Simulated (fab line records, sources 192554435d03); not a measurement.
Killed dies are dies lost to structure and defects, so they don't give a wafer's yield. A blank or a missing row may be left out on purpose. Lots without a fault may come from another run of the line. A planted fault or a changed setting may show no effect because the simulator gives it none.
One fault seen from 2 desks | flow n5_finfet | each desk has only its own numbers; what lay behind them comes last

THE METROLOGY DESK
What the gauges read, lot by lot, whatever tool the lot ran on: means of the sampled wafers that have a number. A lot is out of limits, marked OUT, if its mean lies more than 4 standard deviations from the usual mean; the brackets give that distance. Of its 12 readings 7 are shown: the one that was out of limits first, and those that lie furthest out on some lot.
Columns: A = HMC_CMP_THK at N5_PMOS_HMC_CHANNEL_EPI_THK_MEAS_22, usual 53.6 nm; B = thk_nm at N5_FIN_SAQP_THK_MEAS_05, usual 37.9 nm; C = DIBL_N at N5_BEOL_M4_RC_MEAS_101, usual 36.4 mV/V; D = DIBL_P at N5_BEOL_M4_RC_MEAS_101, usual 36.4 mV/V; E = ION_P at N5_BEOL_M4_RC_MEAS_101, usual 463 uA/um; F = SS_N at N5_BEOL_M4_RC_MEAS_101, usual 71.6 mV/dec; G = SS_P at N5_BEOL_M4_RC_MEAS_101, usual 73.3 mV/dec
lot  | first seen here | A    | B              | C    | D    | E   | F    | G
L297 | day 1 19:27     | 53.0 | 37.6           | 37.3 | 34.9 | 462 | 71.9 | 73.6
L298 | day 2 01:29     | 52.6 | 37.8           | 35.5 | 37.2 | 464 | 71.5 | 73.2
L299 | day 2 07:34     | 53.2 | 37.7           | 35.2 | 36.3 | 458 | 71.2 | 73.0
L300 | day 2 14:02     | 53.3 | 38.1           | 35.9 | 34.7 | 457 | 71.7 | 73.5
L301 | day 2 20:29     | 53.4 | 38.2           | 34.6 | 35.4 | 471 | 71.2 | 72.7
L308 | day 4 13:50     | 53.8 | 26.1 (-21) OUT | 37.1 | 38.1 | 464 | 72.3 | 73.1
L309 | day 4 19:35     | 53.5 | 31.8 (-11) OUT | 36.1 | 36.5 | 462 | 71.6 | 73.9
L312 | day 5 14:38     | 53.4 | 38.1           | 37.0 | 35.5 | 463 | 71.5 | 73.1
L313 | day 5 19:20     | 53.8 | 37.9           | 38.1 | 38.9 | 465 | 71.9 | 73.6
L315 | day 6 08:04     | 53.2 | 38.1           | 37.7 | 36.2 | 467 | 71.4 | 73.4
L316 | day 6 14:18     | 54.1 | 38.1           | 34.4 | 35.4 | 460 | 71.3 | 72.3
L317 | day 6 20:49     | 54.1 | 38.9           | 35.4 | 35.3 | 467 | 71.4 | 73.4
L318 | day 7 02:09     | 53.6 | 38.6           | 37.5 | 37.4 | 465 | 71.9 | 73.5
L319 | day 7 08:00     | 53.7 | 37.9           | 36.6 | 37.2 | 470 | 72.0 | 73.8
This desk's finding: out of limits on L308, L309; first on L308, day 4 15:18 (thk_nm at N5_FIN_SAQP_THK_MEAS_05). In limits: L297, L298, L299, L300, L301, L312, L313, L315, L316, L317, L318, L319.

THE TOOL OWNER'S DESK: pecvd-01
The tool's own readings at N5_FIN_SAQP_HM_DEP_03 (deposits SiNx from SiH4/NH3/N2, target thk 38 nm, time 33.6 s): means of the sampled wafers that have a number, for each lot that ran on this tool. A lot is out of limits, marked OUT, if its mean lies more than 4 standard deviations from the usual mean; the brackets give that distance.
Columns: A = heater_power_outer_w at N5_FIN_SAQP_HM_DEP_03, usual 465 W; B = heater_power_w at N5_FIN_SAQP_HM_DEP_03, usual 780 W; C = showerhead_plenum_p_Torr at N5_FIN_SAQP_HM_DEP_03, usual 5.15 Torr; D = throttle_valve_pct at N5_FIN_SAQP_HM_DEP_03, usual 40.9 %
lot  | first seen here | A   | B   | C    | D
L299 | day 2 08:59     | 496 | 811 | 5.23 | 42.1
L300 | day 2 15:10     | 518 | 851 | 5.20 | 42.2
L308 | day 4 15:13     | 505 | 829 | 5.22 | 42.2
L309 | day 4 20:40     | 504 | 833 | 5.19 | 42.3
This desk's finding: nothing out of limits on any of the 4 lots.

PUT TOGETHER
The metrology desk could have raised an alarm at day 4 15:18, on L308, L309.
The tool owner's desk saw nothing out of limits.
The tool owner's desk has L308, L309 on record, within its limits.
Of the lots named, all ran N5_FIN_SAQP_HM_DEP_03 on pecvd-01.

WHAT THE SIMULATOR HAD PUT IN
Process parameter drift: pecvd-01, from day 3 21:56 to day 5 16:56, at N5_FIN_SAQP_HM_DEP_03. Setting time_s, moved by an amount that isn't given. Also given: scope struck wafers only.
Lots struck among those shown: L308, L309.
Hours from the fault's start to each desk's first reading out of limits: the metrology desk, 17.
